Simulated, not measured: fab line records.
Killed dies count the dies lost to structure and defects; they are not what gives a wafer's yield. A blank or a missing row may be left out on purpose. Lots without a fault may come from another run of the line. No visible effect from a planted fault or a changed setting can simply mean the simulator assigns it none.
Split-lot study -- flow n5 finfet -- route with 1938 steps; 7 lots, 21 wafers read

## ABOUT THE SPLIT
At N5_MIM_TOP_ETCH_PECVD_03 (deposits SiNx from SiH4/NH3/N2, target thk 20 nm, time 17.6 s), the setting time s was moved away from the recipe's 17.6 s on 7 of the 21 wafers read, by -14.9% to +7.6%. The other wafers ran this setting at the recipe's value.

The split's own step is where the reading is taken.

## THE READING
SiNx_of_MIM_TOP_ETCH_PECVD_03.thk nm (the simulator's own value, which no gauge read), in nm, at N5_MIM_TOP_ETCH_PECVD_03 (deposits SiNx from SiH4/NH3/N2, target thk 20 nm, time 17.6 s). The file does not state a usual value for it. Across the 14 wafers here that went through the recipe, the average is 20.0 nm and the standard deviation 0.24 nm.

wafer,"tool, chamber at the split","time s as run, s",against the recipe,"SiNx_of_MIM_TOP_ETCH_PECVD_03.thk nm, nm",against lot-mates on the recipe
L077.1,"pecvd-04, 0",17.6,recipe,19.6,-
L077.2,"pecvd-04, 2",14.98,-14.9%,16.6,-3.1
L077.6,"pecvd-04, 1",17.6,recipe,19.8,-
L081.1,"pecvd-03, 2",18.32,+4.1%,21,+0.8
L081.3,"pecvd-03, 0",17.6,recipe,20.2,-
L081.4,"pecvd-03, 1",18.32,+4.1%,21.6,+1.4
L084.1,"pecvd-02, 2,1,1",17.6,recipe,20.2,-
L084.2,"pecvd-02, 2,1,1",17.6,recipe,20.2,-
L084.5,"pecvd-02, 2,1,1",17.6,recipe,20.2,-
L085.1,"pecvd-03, 1",17.6,recipe,20.2,-
L085.3,"pecvd-03, 0,2",17.6,recipe,20,-
L085.4,"pecvd-03, 0,2",17.6,recipe,20,-
L088.2,"pecvd-02, 0",17.6,recipe,19.6,-
L088.5,"pecvd-02, 2",18.55,+5.4%,21.2,+1.6
L088.6,"pecvd-02, 0",18.55,+5.4%,20.8,+1.2
L096.1,"pecvd-02, 1",18.94,+7.6%,21.6,+1.2
L096.3,"pecvd-02, 0",18.94,+7.6%,21.4,+1.0
L096.4,"pecvd-02, 2",17.6,recipe,20.4,-
L097.1,"pecvd-02, 0,1",17.6,recipe,19.8,-
L097.3,"pecvd-02, 0,1",17.6,recipe,19.8,-
L097.6,"pecvd-02, 2",17.6,recipe,20.2,-
The file does not say which wafer passed through which chamber wherever a row lists several chambers: such a row stands for several wafers.

FIT RESULTS
A straight line over all 21 wafers: SiNx_of_MIM_TOP_ETCH_PECVD_03.thk nm changes by +0.221 nm for each +1% of time s; r = +0.96; the points scatter about the line by 0.29 nm.
The same after taking each lot's own level away (the mean of its wafers on the recipe; 21 wafers): +0.202 nm for each +1%; r = +0.97; scatter 0.25 nm.
On that fit, the largest move of time s shifts the reading by 3 nm.
From 19.60 to 20.40 nm: that is the span of the lots' own levels, equal to 3.3 times the standard deviation above.
Hence the lot-to-lot level has little effect on the slope; both slopes agree.
Check: for one of the wafers moved furthest among these (-14.9%), held out of the fit, the line's prediction against its lot-mates is -2.82 nm. It came out at -3.1 nm against them.

## FURTHER SPLITS ON THESE WAFERS
Other splits were also applied to these wafers ahead of the reading. Each is held against what the fit with the lots' levels taken away leaves over:
other split on the same wafers,wafers away from the commonest value,r with SiNx_of_MIM_TOP_ETCH_PECVD_03.thk nm (lot level and that fit taken away)
N5_BEOL_M13_TRENCH_ETCH_34 time s,6,-0.30
N5_BEOL_M13_SPUTTER_43 time s,6,+0.12
N5_BEOL_M14_SPUTTER_43 time s,7,+0.13
N5_BEOL_M15_ILD_DEP_00 time s,3,+0.00

## THE FILE'S OWN FIT
SiNx_of_MIM_TOP_ETCH_PECVD_03.thk nm changes by +0.205 nm for each +1% of time s, r = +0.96.
